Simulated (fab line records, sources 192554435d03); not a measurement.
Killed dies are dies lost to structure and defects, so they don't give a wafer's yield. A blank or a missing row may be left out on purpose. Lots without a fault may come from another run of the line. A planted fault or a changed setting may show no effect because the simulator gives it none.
A struck lot beside a sound one | flow n5_finfet | 41 steps out of a route of 1938
Sound: wafers L987.4, L987.5, L987.6. Struck: wafers L993.1, L993.6. The cause comes at the end.
At each step with rows: each side's tool, then ch and its chambers, then its first start. Under that, the readings that differ: sound wafers | struck wafers | difference of the means | sigmas: that difference in standard deviations of wafers without a fault.
alike: readings whose means differ by less than 2 such deviations, and words and numbers that are the same on both sides. not compared: withheld readings, readings that some wafer has no value for, bounds like >300 that may hide the same value, and numbers for which the record gives no deviation and whose values overlap.
The two part at a step that has a row with sigmas, a row that says differs or no value, or rows on one side only. Numbers that don't overlap but have no deviation are shown without sigmas and don't part them. A reading that every wafer of one side lacks parts them only if that side has two wafers or more.

first, 12 steps without rows for these wafers: N5_SD_EPI_N_STRIP_36 (strips in N2/H2); N5_SD_EPI_N_ETCHBACK_44 (etches SiNx in CH3F/O2, stops on SiO2, target depth 14.5 nm); N5_SD_EPI_N_ETCH_45 (etches SiOCN in CH3F/O2, target depth 6 nm); N5_SD_EPI_N_ETCH_16 (etches SiO2 in CHF3/O2, target depth 5 nm); N5_SD_EPI_N_STRIP_47 (strips in CHF3/O2); N5_SD_EPI_N_SD_RECESS_17 (chemistry HBr/Cl2/O2, target depth 41 nm, time 23.7 s, bt time 3 s); N5_SD_EPI_N_STRIP_38 (strips in N2/H2); N5_SD_EPI_N_WET_ETCH_43 (etches SiO2 in dHF, time 14 s, target depth 1.5 nm); N5_SD_EPI_N_STRIP_18 (strips in SPM, time 750 s); N5_SD_EPI_N_SRD_20 (time 30 s); N5_SD_EPI_N_PRECLEAN_48 (cleans in NF3:NH3, afs cycles 2, time 20 s, sublimation time 60 s); N5_SD_EPI_N_VAPOR_ETCH_50 (etches Si in HCl, time 54 s).
N5_SD_EPI_N_EPI_21: deposits Si:P, time 690 s.
  sound on epi_rpcvd-01 ch 0, day 5 17:35; struck on epi_rpcvd-01 ch 0, day 6 21:16
  reading                                   | sound          | struck        | difference | sigmas
  epi_growth_time_s (s)                     | 690 690 690    | 1098.5 1098.5 | +408.5     |
  model.Si-P_of_SD_EPI_N_EPI_21.thk_nm (nm) | 58.8 59.2 59.2 | 82 81.4       | +23        |
  alike: susceptor_temp_C
N5_SD_EPI_N_EPI_MEAS_23:
  sound on film_metro-01, day 5 18:44; struck on film_metro-02, day 6 22:59
  reading     | sound          | struck    | difference | sigmas
  thk_nm (nm) | 58.4 60.0 59.0 | 82.1 82.6 | +23.2      | +19
then, 24 steps without rows for these wafers: N5_SD_EPI_N_PRECLEAN_24 (cleans in O3/DIW, time 60 s); N5_SD_EPI_N_SRD_25 (time 30 s); N5_SD_EPI_N_PRECLEAN_49 (cleans in NF3:NH3, afs cycles 1, time 20 s, sublimation time 60 s); N5_SD_EPI_N_LINER_46 (material SiNx, target thk 3 nm); N5_SD_EPI_P_COAT_34 (time 60 s, resist thk 350 nm); N5_SD_EPI_P_COAT_35 (time 60 s, resist thk 35 nm); N5_SD_EPI_P_COAT_03 (resist thk 150 nm); N5_SD_EPI_P_EBR_05; N5_SD_EPI_P_SOFTBAKE_04 (time 60 s); N5_SD_EPI_P_EXPOSE_06 (exposes mask SD P BLK, target cd 240 nm); N5_SD_EPI_P_PEB_07 (peb time 60 s); N5_SD_EPI_P_DEVELOP_08 (develop time 30 s); N5_SD_EPI_P_DESCUM_14 (chemistry O2, time 7.9 s); N5_SD_EPI_P_ETCH_36 (etches SiARC in CF4, target depth 45.5 nm, time 75.8 s); N5_SD_EPI_P_ETCH_37 (etches SOC in N2/H2, overetch 108 nm, time 486 s); N5_SD_EPI_P_STRIP_38 (strips in N2/H2); N5_SD_EPI_P_ETCHBACK_46 (etches SiNx in CH3F/O2, stops on SiO2, target depth 17.5 nm); N5_SD_EPI_P_ETCH_47 (etches SiOCN in CH3F/O2, target depth 25 nm); N5_SD_EPI_P_ETCH_16 (etches SiO2 in CHF3/O2, target depth 5 nm); N5_SD_EPI_P_STRIP_50 (strips in CHF3/O2); N5_SD_EPI_P_SD_RECESS_17 (chemistry HBr/Cl2/O2, target depth 39.1 nm, bt time 3 s); N5_SD_EPI_P_WET_ETCH_45 (etches SiO2 in dHF, time 10.7 s, target depth 2 nm, rinse time 30 s); N5_SD_EPI_P_STRIP_40 (strips in N2/H2); N5_SD_EPI_P_PRECLEAN_52 (cleans in O3/DIW, time 60 s).
N5_SD_ACTIVATION_RS_MEAS_03: measures by four-point-probe.
  sound on film_metro-01, day 6 00:46; struck on film_metro-02, day 7 04:05
  reading          | sound          | struck    | difference | sigmas
  RS_SD_N (ohm/sq) | 22.0 21.7 22.1 | 15.7 15.6 | -6.3       | -20
  alike: RS_SD_P
N5_MOL_CONTACT_COAG_ETCH_15: etches SiNx in CH3F/O2, stops on Si:P, target depth 7 nm.
  sound on rie_diel-01 ch 0,2,3, day 7 05:05; struck on rie_diel-06 ch 1,2, day 8 09:14
  reading                                   | sound        | struck  | difference | sigmas
  model.Si-P_of_SD_EPI_N_EPI_21.thk_nm (nm) | 58 58.4 58.4 | 81 80.2 | +22        |
  alike: chamber_pressure_mTorr, drypump_motor_current_A, oes_product_au, rf_vpp_V, showerhead_plenum_p_Torr, throttle_valve_pct
  not compared: rf_hours_counter_h
-- the record jumps here: 3 days lie between the struck wafers' starts before and after (it left off in module MOL_CONTACT_COAG and takes up again in module BEOL_M4, whose first step shown is number 1111 of the route) --
N5_BEOL_M4_RC_MEAS_101:
  sound on prober-02 ch 0, day 10 08:14; struck on prober-02 ch 0, day 11 16:30
  reading          | sound          | struck    | difference | sigmas
  RS_SD_N (ohm/sq) | 28.3 28.5 28.1 | 20.4 20.4 | -7.9       | -19
  VT_P (mV)        | -252 -257 -253 | -245 -246 | +8         | +3
  alike: DIBL_N, DIBL_P, IOFF_N, IOFF_P, ION_N, ION_P, SS_N, SS_P, VT_N

WHERE THEY PART
First at N5_SD_EPI_N_EPI_MEAS_23; last, within this record, at N5_BEOL_M4_RC_MEAS_101.

WHY: what the simulator had put in
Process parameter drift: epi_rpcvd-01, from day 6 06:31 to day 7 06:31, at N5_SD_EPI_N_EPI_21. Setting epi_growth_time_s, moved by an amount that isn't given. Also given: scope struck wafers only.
